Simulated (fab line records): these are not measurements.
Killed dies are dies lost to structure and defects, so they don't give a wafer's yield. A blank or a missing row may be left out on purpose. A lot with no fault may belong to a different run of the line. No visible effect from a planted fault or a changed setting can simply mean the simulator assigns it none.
8D (eight disciplines) problem report, filled in by code | flow nand_harc | the parts of the form that need people (team, actions taken, sign-off) are left out

1. THE ISSUE
susceptor_temp_C at NHARC_A_WL_FILL_ALD_10 reads a mean of 292.46 C on 2 wafers of 2 lots; wafers without a fault read 299.98 C with a standard deviation of 0.19. Measured from the usual mean, that is -40 standard deviations.
The step: deposits SiO2, target thk 50 nm, pulse time 10 s, ald cycles 500.
First seen on wafer L261.5, day 18 14:07, on ald_hk-02. At this step, 38 wafers from 13 lots have a number in the record. Rule for "out" (also "out of limits"): further than 4 standard deviations from the usual mean. The other wafers with a number count as sound.

2. WHAT IT IS, AND WHAT IT ISN'T
question                    | is                | is not
which readings at this step | susceptor_temp_C  | heater_power_w, precursor_pulse_height_rel
which lots                  | L261, L262        | L249, L250, L251, L253, L254, L255, L257, L258, L263, L267, L270
which wafers of those lots  | L261.5, L262.1    | L261.3, L261.6, L262.2, L262.4
read on which tools         | ald_hk-02         | ald_hk-01, ald_hk-03
when                        | from day 18 14:07 | up to then (25 sound wafers); but 11 sound wafers of L261, L262, L263, L267, L270 came after

3. WHAT RULES OUT EACH SUSPECT
Counting: any tool at a process step up to the reading remains a suspect provided it ran every lot that is out. Sound lots after the first of them don't rule it out here, since some wafers of a struck lot are sound.
- ald_hk-02 at NHARC_A_WL_FILL_ALD_10 (deposits SiO2, target thk 50 nm, pulse time 10 s, ald cycles 500): kept. It processed each lot that is out (first: L261, day 18 13:06); up to then, its last sound lot is L257 (day 17 14:13). On those wafers its own readings are out: susceptor_temp_C.
- ald_hk-02, NHARC_A_WL_FILL_ALD_10: wafers that are out in chamber 3, sound lot-mates in chambers 0, 1, 2.
After counting, what remains is ald_hk-02 at NHARC_A_WL_FILL_ALD_10.

4. THE CAUSE (what the simulator had put in)
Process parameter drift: ald_hk-02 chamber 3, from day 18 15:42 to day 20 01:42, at NHARC_A_WL_FILL_ALD_10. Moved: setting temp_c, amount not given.
This tool alone remained once counting was done.

5. THE CHAIN OF EFFECTS, in route order
One row per reading whose mean, taken over the struck wafers that have a number, lies over 3 standard deviations from the usual. Only readings whose record carries a usual standard deviation are examined. hours: median over the lots of the time between each lot's start at the first step of this table that gives one and its start at this step. sigmas: the change, counted in usual standard deviations.
hours | step                   | reading          | usual    | on struck wafers | change | sigmas
0     | NHARC_A_WL_FILL_ALD_10 | susceptor_temp_C | 299.98 C | 292.46           | -7.52  | -40
It contains these process steps:
- NHARC_A_WL_FILL_ALD_10: deposits SiO2, target thk 50 nm, pulse time 10 s, ald cycles 500.

6. HOW IT WOULD HAVE BEEN CAUGHT EARLIER
In this record the first reading out of limits was taken at day 18 14:07.
